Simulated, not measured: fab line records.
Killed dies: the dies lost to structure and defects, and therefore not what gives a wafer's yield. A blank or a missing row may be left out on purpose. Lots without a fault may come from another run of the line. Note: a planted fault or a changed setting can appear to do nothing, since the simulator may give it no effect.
fab line records -- flow nandHarc
[record] lots = 24, wafers = 72, lastDay = 25
route steps=1159 shown A_CONTACT@840
lots untouched by any fault: they come from a run of this same line in which no faults occurred
startH: the number of hours between the record's first day and the start of the first shown wafer of the lot -- waitH: how many hours have passed since the lot's step before this one -- " unchanged from the row above -- L1.1+2: a row that stands for several wafers -- - no value present, or no start provided -- * or withheld: withheld -- < > ~ a bound
route shown NAME@n: a module of which the file shows steps, and the number in the route of the first -- usual: mean/standard deviation taken from wafers without a fault -- same: alike in all rows -- chamber/n: place in a boat -- sites: readings site by site -- _std_site: the values' standard deviation -- _edge_site: the outer-site mean with the inner-site mean subtracted -- radiusMm: for every site, how far away it sits from the centre of the wafer -- mask NAME#n: copy n -- behind: the most recent tool/chamber to have shaped the wafer -- hold: reason for holding the lot/hours on hold/outcome of the hold -- device: which transistor (n, p or np) failed to switch -- end of line: tests run on the same wafers once the route is complete -- a step given without rows: its recipe and nothing more -- killed: dies lost to structure and defects at the first sort, not the wafer's yield -- map: a wafer's dies, x killed, . not, _ none there
set.NAME: the setting as run; set.NAME@STEP: as run at that earlier step -- model.NAME: the simulator's own value behind a step, which no gauge read
steps of the route over a sample of lots; a table a step, a row a wafer
services: from which hour (startH, from the record's first day; less than 0 if before it) a tool's chamber was out of use, for how many hours, and why
[[steps]]
[step NHARC_A_CONTACT_DEP_24]
[recipe] targetThkA = 5000, tempC = 400, pressureTorr = 6.5, rfW = 900, teosFlowSccm = 161.4, flowSccm = 2650, targetThkNm = 500, gas = O2, material = SiO2
[usual] heaterPowerW = 587/110, mfcPrecursorSccm = 161.4/0.46, throttleValvePct = 15.9/0.36
lot.wafer,tool,chamber,startH,waitH,heaterPowerW,mfcPrecursorSccm,throttleValvePct
L074.2,pecvd-02,0,367.26,0.1,604,161.5,16.2
L074.4,pecvd-02,1,367.26,0.1,577,160.8,16.4
L074.6,pecvd-02,2,367.26,0.1,596,161.2,16.1
L078.3,pecvd-02,2,371.65,0.1,484,161.5,15.8
L078.6,pecvd-02,1,371.65,0.1,613,161.7,16.0
L078.5,pecvd-02,0,371.65,0.1,647,161.1,16.3
L075.6,pecvd-04,1,371.92,0.2,743,161.8,15.7
L075.5,pecvd-04,2,371.92,0.2,372,161.1,16.1
L075.4,pecvd-04,0,371.92,0.2,584,161.5,16.0
L076.1,pecvd-03,1,376.31,0.1,453,161.4,15.8
L076.6,pecvd-03,0,376.31,0.1,571,161.6,15.7
L076.4,pecvd-03,2,376.31,0.1,591,161.5,15.9
L079.2,pecvd-02,0,382.20,0.1,669,161.2,16.3
L079.1,pecvd-02,2,382.20,0.1,525,162.2,16.1
L079.5,pecvd-02,2,382.20,0.1,552,161.1,16.2
L077.3,pecvd-02,2,388.40,0.1,565,161.7,16.1
L077.6,pecvd-02,2,388.40,0.1,592,161.4,16.0
L077.5,pecvd-02,1,388.40,0.1,635,161.5,16.3
L082.3,pecvd-02,2,414.14,0.1,496,161.2,16.1
L082.4,pecvd-02,0,414.14,0.1,688,161.6,16.4
L082.5,pecvd-02,1,414.14,0.1,504,161.7,16.1
L081.1,pecvd-04,1,414.30,0.1,714,162.5,15.3
L081.4,pecvd-04,1,414.30,0.1,746,161.0,15.6
L081.5,pecvd-04,0,414.30,0.1,658,160.7,15.7
L080.1,pecvd-03,0,418.57,0.1,563,161.2,15.6
L080.3,pecvd-03,1,418.57,0.1,367,161.4,15.4
L080.2,pecvd-03,2,418.57,0.1,746,161.9,16.0
L084.2,pecvd-04,1,424.15,0.1,738,161.4,15.5
L084.1,pecvd-04,2,424.15,0.1,474,161.7,15.8
L084.6,pecvd-04,2,424.15,0.1,345,161.4,15.8
L085.2,pecvd-03,2,425.70,0.1,761,161.9,16.1
L085.3,pecvd-03,0,425.70,0.1,517,161.4,15.7
L085.1,pecvd-03,1,425.70,0.1,409,161.9,15.8
L086.1,pecvd-04,1,428.85,0.1,727,161.8,15.5
L086.2,pecvd-04,0,428.85,0.1,697,161.6,15.6
L086.6,pecvd-04,2,428.85,0.1,353,161.5,15.9
L083.2,pecvd-02,1,429.93,0.1,618,161.5,16.3
L083.3,pecvd-02,0,429.93,0.1,554,161.2,16.4
L083.5,pecvd-02,0,429.93,0.1,576,161.7,16.6
L087.1,pecvd-04,1,434.31,0.1,786,161.3,15.7
L087.6,pecvd-04,0,434.31,0.1,699,161.0,15.8
L087.4,pecvd-04,1,434.31,0.1,612,161.7,15.4
L088.3,pecvd-03,1,440.84,0.1,487,161.4,15.5
L088.1,pecvd-03,0,440.84,0.1,598,161.3,15.7
L088.5,pecvd-03,0,440.84,0.1,626,161.1,15.7
L090.3,pecvd-02,1,441.11,0.1,581,160.8,16.3
L090.2,pecvd-02,2,441.11,0.1,576,160.8,16.1
L090.6,pecvd-02,1,441.11,0.1,595,161.5,16.5
L089.1,pecvd-04,1,457.81,0.1,706,161.1,15.6
L089.4,pecvd-04,0,457.81,0.1,662,161.3,15.8
L089.5,pecvd-04,2,457.81,0.1,345,161.7,15.8
L094.3,pecvd-04,2,465.68,0.1,380,161.7,16.0
L094.2,pecvd-04,0,465.68,0.1,621,161.6,15.6
L094.5,pecvd-04,1,465.68,0.1,730,161.8,15.3
L091.3,pecvd-02,0,468.74,0.2,704,161.4,16.5
L091.2,pecvd-02,1,468.74,0.2,510,162.0,16.1
L091.5,pecvd-02,1,468.74,0.2,556,161.4,16.1
L092.3,pecvd-04,1,470.05,0.2,688,161.2,15.6
L092.5,pecvd-04,0,470.05,0.2,641,161.2,15.7
L092.6,pecvd-04,1,470.05,0.2,726,161.7,15.5
L093.2,pecvd-02,0,488.66,0.2,646,162.1,16.7
L093.5,pecvd-02,1,488.66,0.2,627,160.1,16.2
L093.4,pecvd-02,0,488.66,0.2,680,161.8,16.6
L097.1,pecvd-03,1,504.27,0.1,452,161.2,15.2
L097.6,pecvd-03,1,504.27,0.1,348,161.5,15.4
L097.5,pecvd-03,0,504.27,0.1,629,161.0,15.5
L095.1,pecvd-03,1,508.58,0.1,398,162.3,15.5
L095.3,pecvd-03,0,508.58,0.1,575,162.3,15.3
L095.5,pecvd-03,2,508.58,0.1,697,161.4,15.9
L096.3,pecvd-02,0,508.93,0.2,633,161.6,16.5
L096.6,pecvd-02,1,508.93,0.2,639,161.0,16.1
L096.5,pecvd-02,2,508.93,0.2,557,161.8,16.2
[step NHARC_A_CONTACT_ETCH_48]
[recipe] targetDepthA = 390, overEtchFrac = 0.3, timeS = 65, ionEnergyEv = 80, cf4FlowSccm = 150, arFlowSccm = 0, rfW = 300, biasW = 100, chemistry = CF4
[usual] drypumpMotorCurrentA = 5.8/0.44, oesProductAu = 0.998/0.012, rfVppV = 151.0/1.3, showerheadPlenumPTorr = 1.74/0.08, throttleValvePct = 13.283/0.0091
lot.wafer,tool,chamber,startH,waitH,drypumpMotorCurrentA,oesProductAu,rfHoursCounterH,rfVppV,showerheadPlenumPTorr,throttleValvePct
L074.2,rieDiel-13,3,371.26,0.2,6.1,0.990,34,153.5,1.88,13.272
L074.4,rieDiel-13,2,371.26,0.2,5.0,0.974,-,149.9,1.73,13.270
L074.6,rieDiel-13,3,371.26,0.2,6.1,0.989,-,153.6,1.88,13.289
L078.3,rieDiel-03,1,376.55,0.2,5.4,0.989,25,153.9,1.88,13.270
L078.6,rieDiel-03,0,376.55,0.2,5.8,0.982,-,150.7,1.72,13.296
L078.5,rieDiel-03,1,376.55,0.2,5.4,0.995,-,153.1,1.88,13.282
L075.4,rieDiel-03,2,377.05,0.1,5.8,0.998,27,151.6,1.78,13.273
L075.5,rieDiel-03,2,377.05,0.1,5.8,0.995,-,151.6,1.78,13.281
L075.6,rieDiel-03,3,377.05,0.1,6.5,1.001,-,150.0,1.69,13.269
L076.4,rieDiel-08,0,380.82,0.4,5.4,0.989,23,149.9,1.69,13.294
L076.1,rieDiel-08,3,380.82,0.4,5.3,1.021,26,149.4,1.64,13.268
L076.6,rieDiel-08,1,380.82,0.4,6.0,1.010,-,149.5,1.66,13.289
L079.1,rieDiel-03,2,389.08,0.1,5.8,0.996,30,150.6,1.78,13.282
L079.2,rieDiel-03,3,389.08,0.1,6.5,1.015,29,149.4,1.69,13.281
L079.5,rieDiel-03,1,389.08,0.1,5.4,0.988,-,152.0,1.88,13.286
L077.3,rieDiel-08,3,394.85,0.1,5.3,1.017,32,148.6,1.64,13.283
L077.6,rieDiel-08,1,394.85,0.1,6.0,1.014,-,149.7,1.66,13.297
L077.5,rieDiel-08,2,394.85,0.1,5.0,1.007,-,150.3,1.67,13.266
L082.3,rieDiel-03,2,418.07,0.2,5.8,0.993,2,152.2,1.78,13.284
L082.4,rieDiel-03,3,418.07,0.2,6.5,1.008,2,150.0,1.69,13.285
L082.5,rieDiel-03,0,418.07,0.2,5.9,0.994,-,149.7,1.72,13.270
L081.4,rieDiel-13,2,418.20,0.1,5.0,0.978,55,152.5,1.72,13.287
L081.1,rieDiel-13,3,418.20,0.1,6.2,0.994,51,152.1,1.88,13.275
L081.5,rieDiel-13,1,418.20,0.1,6.0,0.993,-,151.4,1.71,13.291
L080.2,rieDiel-03,2,422.83,0.1,5.8,0.991,3,149.6,1.78,13.291
L080.1,rieDiel-03,3,422.83,0.1,6.5,0.995,3,150.0,1.69,13.296
L080.3,rieDiel-03,1,422.83,0.1,5.4,0.986,2,152.1,1.88,13.290
L084.1,rieDiel-08,0,429.62,0.1,5.4,0.988,42,149.2,1.68,13.288
L084.2,rieDiel-08,3,429.62,0.1,5.3,1.022,44,150.4,1.64,13.286
L084.6,rieDiel-08,0,429.62,0.1,5.4,1.001,-,151.0,1.68,13.278
L085.2,rieDiel-03,0,431.99,0.2,5.8,0.998,3,150.4,1.72,13.275
L085.3,rieDiel-03,1,431.99,0.2,5.4,1.005,4,152.3,1.88,13.286
L085.1,rieDiel-03,3,431.99,0.2,6.5,1.004,4,151.4,1.69,13.297
L086.2,rieDiel-03,0,434.88,0.1,5.8,0.994,4,149.2,1.72,13.288
L086.1,rieDiel-03,2,434.88,0.1,5.8,0.990,5,152.2,1.78,13.268
L086.6,rieDiel-03,0,434.88,0.1,5.8,1.000,-,148.9,1.72,13.274
L083.3,rieDiel-13,3,435.99,0.1,6.2,0.991,58,151.9,1.87,13.293
L083.2,rieDiel-13,1,435.99,0.1,6.0,0.992,61,151.3,1.71,13.288
L083.5,rieDiel-13,3,435.99,0.1,6.1,0.993,-,151.9,1.88,13.277
L087.1,rieDiel-08,2,439.92,0.1,5.0,0.992,49,148.3,1.67,13.280
L087.4,rieDiel-08,1,439.92,0.1,6.0,1.005,51,149.9,1.65,13.280
L087.6,rieDiel-08,2,439.92,0.1,5.0,0.978,-,150.8,1.67,13.274
L088.1,rieDiel-03,3,444.78,0.1,6.5,1.013,8,150.3,1.68,13.283
L088.3,rieDiel-03,2,444.78,0.1,5.9,0.999,7,151.0,1.77,13.256
L088.5,rieDiel-03,3,444.78,0.1,6.5,1.010,-,150.7,1.68,13.276
L090.2,rieDiel-03,3,445.20,0.3,6.5,1.001,8,150.5,1.68,13.272
L090.3,rieDiel-03,1,445.20,0.3,5.4,1.001,8,154.2,1.88,13.282
L090.6,rieDiel-03,2,445.20,0.3,5.8,0.994,-,151.6,1.77,13.294
L089.1,rieDiel-08,1,462.71,0.1,6.0,1.025,60,149.2,1.65,13.288
L089.4,rieDiel-08,3,462.71,0.1,5.3,1.018,-,149.0,1.64,13.285
L089.5,rieDiel-08,0,462.71,0.1,5.4,0.979,-,151.4,1.68,13.283
L094.3,rieDiel-03,0,469.52,0.1,5.9,1.001,9,149.4,1.72,13.263
L094.2,rieDiel-03,2,469.52,0.1,5.8,0.986,13,153.1,1.77,13.279
L094.5,rieDiel-03,0,469.52,0.1,5.9,0.991,-,151.0,1.72,13.302
L091.2,rieDiel-03,1,473.17,0.1,5.4,1.004,14,152.8,1.88,13.287
L091.3,rieDiel-03,2,473.17,0.1,5.8,0.994,14,150.3,1.77,13.296
L091.5,rieDiel-03,1,473.17,0.1,5.4,1.005,-,153.5,1.88,13.287
L092.3,rieDiel-03,1,475.89,0.1,5.4,1.001,15,152.6,1.88,13.291
L092.6,rieDiel-03,0,475.89,0.1,5.8,1.005,-,150.3,1.72,13.291
L092.5,rieDiel-03,1,475.89,0.1,5.4,1.011,-,152.4,1.88,13.277
L093.4,rieDiel-13,2,493.19,0.1,5.0,0.993,11,150.1,1.72,13.292
L093.2,rieDiel-13,3,493.19,0.1,6.2,0.958,12,152.7,1.87,13.293
L093.5,rieDiel-13,0,493.19,0.1,6.2,0.991,-,150.7,1.66,13.284
L097.1,rieDiel-03,2,508.08,0.1,5.8,1.001,20,151.9,1.77,13.281
L097.6,rieDiel-03,0,508.08,0.1,5.8,1.003,-,151.1,1.72,13.280
L097.5,rieDiel-03,1,508.08,0.1,5.4,1.019,-,151.3,1.87,13.284
L095.3,rieDiel-03,3,513.43,0.1,6.5,0.998,21,150.5,1.68,13.288
L095.1,rieDiel-03,1,513.43,0.1,5.4,1.019,21,151.9,1.87,13.276
L095.5,rieDiel-03,3,513.43,0.1,6.5,1.003,-,151.4,1.68,13.279
L096.3,rieDiel-03,3,514.40,0.4,6.5,0.999,21,151.3,1.68,13.290
L096.6,rieDiel-03,1,514.40,0.4,5.4,1.009,-,152.3,1.87,13.284
L096.5,rieDiel-03,2,514.40,0.4,5.8,1.006,-,150.8,1.77,13.277
[step NHARC_A_CONTACT_ETCH_117]
[recipe] sourceW = withheld, pressureMtorr = 20, biasV = 3000, timeS = 94, targetDepthA = 9220, arFlowSccm = withheld, c4f8FlowSccm = withheld, o2FlowSccm = withheld, chemistry = C4F8/O2/Ar
lot.wafer,tool,chamber,startH,waitH,rfHoursCounterH
L074.2,harCapEtch-02,1,373.68,0.1,8
L074.4,harCapEtch-02,1,373.68,0.1,-
L074.6,harCapEtch-02,0,373.68,0.1,-
L078.3,harCapEtch-02,1,378.46,0.1,-
L078.5,harCapEtch-02,0,378.46,0.1,-
L078.6,harCapEtch-02,1,378.46,0.1,-
L075.4,harCapEtch-03,1,379.52,0.1,-
L075.5,harCapEtch-03,0,379.52,0.1,-
L075.6,harCapEtch-03,1,379.52,0.1,-
L076.1,harCapEtch-02,0,384.07,0.1,12
L076.4,harCapEtch-02,0,384.07,0.1,-
L076.6,harCapEtch-02,0,384.07,0.1,-
L079.2,harCapEtch-01,0,390.91,0.1,59
L079.1,harCapEtch-01,1,390.91,0.1,59
L079.5,harCapEtch-01,0,390.91,0.1,-
L077.3,harCapEtch-02,1,396.94,0.1,-
L077.6,harCapEtch-02,0,396.94,0.1,-
L077.5,harCapEtch-02,1,396.94,0.1,-
L082.4,harCapEtch-03,0,419.92,0.1,-
L082.3,harCapEtch-03,1,419.92,0.1,-
L082.5,harCapEtch-03,1,419.92,0.1,-
L081.1,harCapEtch-02,1,420.04,0.1,17
L081.4,harCapEtch-02,1,420.04,0.1,-
L081.5,harCapEtch-02,1,420.04,0.1,-
L080.1,harCapEtch-01,1,424.65,0.1,63
L080.2,harCapEtch-01,0,424.65,0.1,63
L080.3,harCapEtch-01,1,424.65,0.1,-
L084.2,harCapEtch-01,0,431.45,0.1,64
L084.1,harCapEtch-01,1,431.45,0.1,64
L084.6,harCapEtch-01,1,431.45,0.1,-
L085.2,harCapEtch-02,1,434.06,0.1,20
L085.1,harCapEtch-02,0,434.06,0.1,20
L085.3,harCapEtch-02,1,434.06,0.1,-
L086.2,harCapEtch-03,0,436.69,0.1,95
L086.1,harCapEtch-03,1,436.69,0.1,95
L086.6,harCapEtch-03,0,436.69,0.1,-
L083.2,harCapEtch-01,1,437.82,0.1,66
L083.3,harCapEtch-01,1,437.82,0.1,-
L083.5,harCapEtch-01,1,437.82,0.1,-
L087.1,harCapEtch-01,1,441.74,0.1,67
L087.4,harCapEtch-01,0,441.74,0.1,-
L087.6,harCapEtch-01,1,441.74,0.1,-
L088.1,harCapEtch-02,1,447.11,0.1,24
L088.3,harCapEtch-02,0,447.11,0.1,-
L088.5,harCapEtch-02,1,447.11,0.1,-
L090.2,harCapEtch-03,1,447.74,0.1,98
L090.3,harCapEtch-03,0,447.74,0.1,-
L090.6,harCapEtch-03,1,447.74,0.1,-
L089.1,harCapEtch-01,1,464.85,0.1,73
L089.4,harCapEtch-01,1,464.85,0.1,-
L089.5,harCapEtch-01,0,464.85,0.1,-
L094.2,harCapEtch-03,0,471.37,0.1,102
L094.3,harCapEtch-03,0,471.37,0.1,-
L094.5,harCapEtch-03,0,471.37,0.1,-
L091.2,harCapEtch-01,0,474.98,0.1,74
L091.3,harCapEtch-01,0,474.98,0.1,-
L091.5,harCapEtch-01,0,474.98,0.1,-
L092.3,harCapEtch-03,0,477.76,0.1,-
L092.5,harCapEtch-03,1,477.76,0.1,-
L092.6,harCapEtch-03,0,477.76,0.1,-
L093.2,harCapEtch-02,0,495.03,0.1,32
L093.4,harCapEtch-02,1,495.03,0.1,-
L093.5,harCapEtch-02,1,495.03,0.1,-
L097.1,harCapEtch-02,0,510.13,0.1,34
L097.6,harCapEtch-02,1,510.13,0.1,-
L097.5,harCapEtch-02,0,510.13,0.1,-
L095.1,harCapEtch-03,0,515.30,0.1,108
L095.3,harCapEtch-03,1,515.30,0.1,-
L095.5,harCapEtch-03,0,515.30,0.1,-
L096.3,harCapEtch-01,1,516.54,0.1,-
L096.6,harCapEtch-01,0,516.54,0.1,-
L096.5,harCapEtch-01,1,516.54,0.1,-
[step NHARC_A_CONTACT_ETCH_126]
[recipe] sourceW = withheld, pressureMtorr = 20, biasV = 1200, timeS = 155, targetDepthA = 9560, arFlowSccm = withheld, c4f8FlowSccm = withheld, o2FlowSccm = withheld, chemistry = C4F8/O2/Ar
lot.wafer,tool,chamber,startH,waitH,rfHoursCounterH
L074.2,harCapEtch-01,0,381.38,0.1,56
L074.4,harCapEtch-01,0,381.38,0.1,-
L074.6,harCapEtch-01,0,381.38,0.1,-
L078.3,harCapEtch-03,0,385.43,0.2,-
L078.5,harCapEtch-03,0,385.43,0.2,-
L078.6,harCapEtch-03,1,385.43,0.2,-
L075.4,harCapEtch-01,0,386.47,0.1,-
L075.5,harCapEtch-01,0,386.47,0.1,-
L075.6,harCapEtch-01,1,386.47,0.1,-
L076.1,harCapEtch-02,0,392.19,0.1,13
L076.4,harCapEtch-02,1,392.19,0.1,-
L076.6,harCapEtch-02,0,392.19,0.1,-
L079.2,harCapEtch-03,0,397.98,0.2,88
L079.1,harCapEtch-03,1,397.98,0.2,88
L079.5,harCapEtch-03,0,397.98,0.2,-
L077.3,harCapEtch-02,0,404.32,0.2,-
L077.5,harCapEtch-02,0,404.32,0.2,-
L077.6,harCapEtch-02,1,404.32,0.2,-
L082.4,harCapEtch-03,1,427.80,0.1,-
L082.3,harCapEtch-03,0,427.80,0.1,-
L082.5,harCapEtch-03,0,427.80,0.1,-
L081.1,harCapEtch-02,1,427.93,0.1,18
L081.4,harCapEtch-02,1,427.93,0.1,-
L081.5,harCapEtch-02,0,427.93,0.1,-
L080.2,harCapEtch-03,0,433.24,0.1,93
L080.1,harCapEtch-03,1,433.24,0.1,93
L080.3,harCapEtch-03,0,433.24,0.1,-
L084.2,harCapEtch-03,0,440.39,0.1,96
L084.1,harCapEtch-03,1,440.39,0.1,96
L084.6,harCapEtch-03,1,440.39,0.1,-
L085.1,harCapEtch-02,0,442.37,0.1,22
L085.2,harCapEtch-02,1,442.37,0.1,22
L085.3,harCapEtch-02,1,442.37,0.1,-
L086.2,harCapEtch-03,0,444.04,0.1,97
L086.1,harCapEtch-03,1,444.04,0.1,97
L086.6,harCapEtch-03,1,444.04,0.1,-
L083.2,harCapEtch-01,1,444.51,0.1,68
L083.3,harCapEtch-01,0,444.51,0.1,-
L083.5,harCapEtch-01,1,444.51,0.1,-
L087.1,harCapEtch-02,0,448.54,0.1,25
L087.4,harCapEtch-02,1,448.54,0.1,-
L087.6,harCapEtch-02,1,448.54,0.1,-
L088.1,harCapEtch-02,1,454.27,0.2,26
L088.3,harCapEtch-02,0,454.27,0.2,-
L088.5,harCapEtch-02,1,454.27,0.2,-
L090.2,harCapEtch-01,1,455.19,0.1,71
L090.3,harCapEtch-01,0,455.19,0.1,-
L090.6,harCapEtch-01,0,455.19,0.1,-
L089.1,harCapEtch-02,0,472.43,0.1,28
L089.4,harCapEtch-02,0,472.43,0.1,-
L089.5,harCapEtch-02,1,472.43,0.1,-
L094.2,harCapEtch-02,0,477.84,0.1,30
L094.3,harCapEtch-02,0,477.84,0.1,-
L094.5,harCapEtch-02,0,477.84,0.1,-
L091.2,harCapEtch-03,0,481.31,0.1,104
L091.3,harCapEtch-03,1,481.31,0.1,-
L091.5,harCapEtch-03,0,481.31,0.1,-
L092.3,harCapEtch-02,0,487.50,0.1,-
L092.5,harCapEtch-02,1,487.50,0.1,-
L092.6,harCapEtch-02,0,487.50,0.1,-
L093.2,harCapEtch-03,0,501.73,0.1,106
L093.4,harCapEtch-03,1,501.73,0.1,-
L093.5,harCapEtch-03,1,501.73,0.1,-
L097.1,harCapEtch-02,1,517.91,0.1,35
L097.5,harCapEtch-02,1,517.91,0.1,-
L097.6,harCapEtch-02,0,517.91,0.1,-
L095.1,harCapEtch-01,1,522.10,0.1,79
L095.3,harCapEtch-01,1,522.10,0.1,-
L095.5,harCapEtch-01,1,522.10,0.1,-
L096.3,harCapEtch-03,1,523.94,0.1,-
L096.6,harCapEtch-03,1,523.94,0.1,-
L096.5,harCapEtch-03,0,523.94,0.1,-
[step NHARC_A_CONTACT_CD_MEAS_80]
[usual] cdNm = 189.5/0.72
lot.wafer,tool,chamber,startH,waitH,cdNm
L074.2,cdSem-02,-,383.16,-,190.0
L074.4,cdSem-02,-,383.16,-,189.5
L074.6,cdSem-02,-,383.16,-,189.5
L078.3,cdSem-01,-,387.57,-,190.4
L078.5,cdSem-01,-,387.57,-,190.6
L078.6,cdSem-01,-,387.57,-,190.3
L075.4,cdSem-02,-,388.22,-,189.2
L075.5,cdSem-02,-,388.22,-,188.5
L075.6,cdSem-02,-,388.22,-,188.6
L076.1,cdSem-02,-,394.01,-,189.7
L076.4,cdSem-02,-,394.01,-,189.1
L076.6,cdSem-02,-,394.01,-,189.5
L079.1,cdSem-03,-,400.18,-,190.8
L079.2,cdSem-03,-,400.18,-,190.9
L079.5,cdSem-03,-,400.18,-,189.0
L077.3,cdSem-02,-,406.45,-,188.2
L077.5,cdSem-02,-,406.45,-,188.6
L077.6,cdSem-02,-,406.45,-,188.8
L082.3,cdSem-02,-,429.58,-,188.5
L082.4,cdSem-02,-,429.58,-,189.0
L082.5,cdSem-02,-,429.58,-,189.1
L081.1,cdSem-01,-,429.68,-,189.5
L081.4,cdSem-01,-,429.68,-,190.2
L081.5,cdSem-01,-,429.68,-,190.6
L080.1,cdSem-02,-,435.09,-,189.4
L080.2,cdSem-02,-,435.09,-,188.9
L080.3,cdSem-02,-,435.09,-,188.9
L084.1,cdSem-03,-,442.17,-,188.4
L084.2,cdSem-03,-,442.17,-,188.9
L084.6,cdSem-03,-,442.17,-,189.1
L085.1,cdSem-01,-,444.14,-,189.2
L085.2,cdSem-01,-,444.14,-,189.6
L085.3,cdSem-01,-,444.14,-,189.7
L086.1,cdSem-02,-,445.83,-,190.1
L086.2,cdSem-02,-,445.83,-,190.1
L086.6,cdSem-02,-,445.83,-,189.3
L083.2,cdSem-02,-,446.27,-,188.3
L083.3,cdSem-02,-,446.27,-,189.9
L083.5,cdSem-02,-,446.27,-,189.2
L087.1,cdSem-01,-,450.29,-,190.4
L087.4,cdSem-01,-,450.29,-,190.1
L087.6,cdSem-01,-,450.29,-,189.5
L088.1,cdSem-01,-,456.33,0.1,190.3
L088.3,cdSem-01,-,456.33,0.1,190.5
L088.5,cdSem-01,-,456.33,0.1,189.9
L090.2,cdSem-03,-,457.44,0.1,189.1
L090.3,cdSem-03,-,457.44,0.1,188.9
L090.6,cdSem-03,-,457.44,0.1,189.0
L089.1,cdSem-02,-,474.24,-,190.4
L089.4,cdSem-02,-,474.24,-,190.3
L089.5,cdSem-02,-,474.24,-,189.9
L094.2,cdSem-01,-,479.61,-,189.3
L094.3,cdSem-01,-,479.61,-,189.0
L094.5,cdSem-01,-,479.61,-,190.0
L091.2,cdSem-03,-,483.09,-,189.3
L091.3,cdSem-03,-,483.09,-,188.5
L091.5,cdSem-03,-,483.09,-,188.9
L092.3,cdSem-03,-,489.21,-,189.7
L092.5,cdSem-03,-,489.21,-,190.9
L092.6,cdSem-03,-,489.21,-,189.7
L093.2,cdSem-02,-,503.49,-,188.8
L093.4,cdSem-02,-,503.49,-,189.0
L093.5,cdSem-02,-,503.49,-,188.5
L097.1,cdSem-02,-,519.72,-,189.7
L097.5,cdSem-02,-,519.72,-,189.6
L097.6,cdSem-02,-,519.72,-,189.0
L095.1,cdSem-02,-,524.03,-,189.9
L095.3,cdSem-02,-,524.03,-,189.7
L095.5,cdSem-02,-,524.03,-,190.0
L096.3,cdSem-03,-,525.80,-,189.6
L096.5,cdSem-03,-,525.80,-,188.5
L096.6,cdSem-03,-,525.80,-,189.4
[step NHARC_A_CONTACT_OVL_MEAS_09]
[usual] overlayXNm = 0.0/0.9, overlayYNm = -0.2/0.8
lot.wafer,tool,chamber,startH,waitH,overlayXNm,overlayYNm
L074.2,overlay-02,-,388.06,-,-1.1,0.2
L074.4,overlay-02,-,388.06,-,-0.3,0.4
L074.6,overlay-02,-,388.06,-,-0.7,0.0
L078.3,overlay-01,-,392.90,-,0.0,-0.6
L078.5,overlay-01,-,392.90,-,-0.2,-0.2
L078.6,overlay-01,-,392.90,-,-0.3,-0.4
L075.4,overlay-01,-,394.24,-,0.1,-0.3
L075.5,overlay-01,-,394.24,-,0.8,-0.9
L075.6,overlay-01,-,394.24,-,1.0,-0.9
L076.1,overlay-01,-,398.10,-,-0.7,-0.1
L076.4,overlay-01,-,398.10,-,-1.0,0.1
L076.6,overlay-01,-,398.10,-,-0.8,0.1
L079.1,overlay-02,-,403.66,-,1.2,-1.1
L079.2,overlay-02,-,403.66,-,0.8,-0.4
L079.5,overlay-02,-,403.66,-,0.9,-0.5
L077.3,overlay-01,-,409.69,-,1.0,-0.1
L077.5,overlay-01,-,409.69,-,1.8,-0.9
L077.6,overlay-01,-,409.69,-,1.2,-0.4
L082.3,overlay-01,-,434.63,-,-0.8,0.5
L082.4,overlay-01,-,434.63,-,-0.4,0.2
L082.5,overlay-01,-,434.63,-,-0.8,0.7
L081.1,overlay-02,-,435.81,-,0.6,1.1
L081.4,overlay-02,-,435.81,-,1.2,2.2
L081.5,overlay-02,-,435.81,-,1.2,1.7
L080.1,overlay-02,-,438.93,-,0.9,-0.5
L080.2,overlay-02,-,438.93,-,1.3,-0.5
L080.3,overlay-02,-,438.93,-,1.5,-1.0
L084.1,overlay-02,-,445.93,-,0.7,-0.7
L084.2,overlay-02,-,445.93,-,0.0,-1.1
L084.6,overlay-02,-,445.93,-,1.0,-0.3
L085.1,overlay-01,-,447.20,-,-1.1,-1.0
L085.2,overlay-01,-,447.20,-,-1.0,-1.3
L085.3,overlay-01,-,447.20,-,-1.0,-1.3
L086.1,overlay-01,-,449.72,-,-1.3,0.3
L086.2,overlay-01,-,449.72,-,-1.4,0.3
L086.6,overlay-01,-,449.72,-,-0.5,0.5
L083.2,overlay-01,-,450.28,-,-1.1,0.4
L083.3,overlay-01,-,450.28,-,-1.2,0.5
L083.5,overlay-01,-,450.28,-,-0.7,0.0
L087.1,overlay-01,-,453.30,-,0.5,0.2
L087.4,overlay-01,-,453.30,-,0.4,-0.2
L087.6,overlay-01,-,453.30,-,0.6,0.1
L088.1,overlay-02,-,460.57,-,1.4,0.4
L088.3,overlay-02,-,460.57,-,1.5,0.7
L088.5,overlay-02,-,460.57,-,2.2,0.1
L090.2,overlay-02,-,461.80,-,-1.4,-0.9
L090.3,overlay-02,-,461.80,-,-1.1,-0.7
L090.6,overlay-02,-,461.80,-,-0.8,-0.7
L089.1,overlay-01,-,477.48,-,-1.0,0.9
L089.4,overlay-01,-,477.48,-,-0.9,0.3
L089.5,overlay-01,-,477.48,-,-0.2,0.8
L094.2,overlay-01,-,486.74,-,0.1,-1.0
L094.3,overlay-01,-,486.74,-,-0.1,-1.6
L094.5,overlay-01,-,486.74,-,0.3,-1.0
L091.2,overlay-01,-,489.76,-,0.4,-0.5
L091.3,overlay-01,-,489.76,-,1.0,-0.2
L091.5,overlay-01,-,489.76,-,1.4,-0.8
L092.3,overlay-01,-,493.74,-,-1.1,0.1
L092.5,overlay-01,-,493.74,-,-0.5,0.7
L092.6,overlay-01,-,493.74,-,-0.7,-0.1
L093.2,overlay-01,-,506.37,-,0.6,0.8
L093.4,overlay-01,-,506.37,-,0.1,1.0
L093.5,overlay-01,-,506.37,-,0.7,1.2
L097.1,overlay-02,-,523.34,-,-0.5,-0.5
L097.5,overlay-02,-,523.34,-,-0.2,0.3
L097.6,overlay-02,-,523.34,-,-0.5,-0.1
L095.1,overlay-02,-,528.39,-,0.4,-0.6
L095.3,overlay-02,-,528.39,-,0.5,-0.7
L095.5,overlay-02,-,528.39,-,0.6,-0.8
L096.3,overlay-01,-,531.02,-,-0.4,-1.2
L096.5,overlay-01,-,531.02,-,-0.6,-1.1
L096.6,overlay-01,-,531.02,-,-0.5,-1.0
[[services]]
tool,chamber,startH,hours,kind
rieDiel-03,0,346.81,-,clean
rieDiel-03,1,346.81,-,clean
rieDiel-03,2,346.81,-,clean
rieDiel-03,3,346.81,-,clean
pecvd-04,1,362.13,5.7,repair
harCapEtch-03,-,365.51,0.3,repair
rieDiel-03,0,371.31,-,clean
rieDiel-03,1,371.31,-,clean
rieDiel-03,2,371.31,-,clean
rieDiel-03,3,371.31,-,clean
pecvd-04,-,376.36,13.0,pm
harCapEtch-02,-,386.57,0.4,repair
rieDiel-03,-,392.31,9.0,pm
rieDiel-03,0,392.31,9.0,ventCycle
pecvd-02,-,422.12,0.9,repair
rieDiel-03,0,443.50,13.9,repair
rieDiel-13,-,453.05,9.0,pm
rieDiel-03,3,454.87,3.4,repair
harCapEtch-02,-,456.12,2.6,repair
pecvd-04,-,472.32,2.2,repair
pecvd-03,-,473.46,13.0,pm
rieDiel-08,-,478.98,9.0,pm
rieDiel-13,3,489.67,2.4,repair
pecvd-02,-,515.29,13.0,pm
[[key]]
fault none
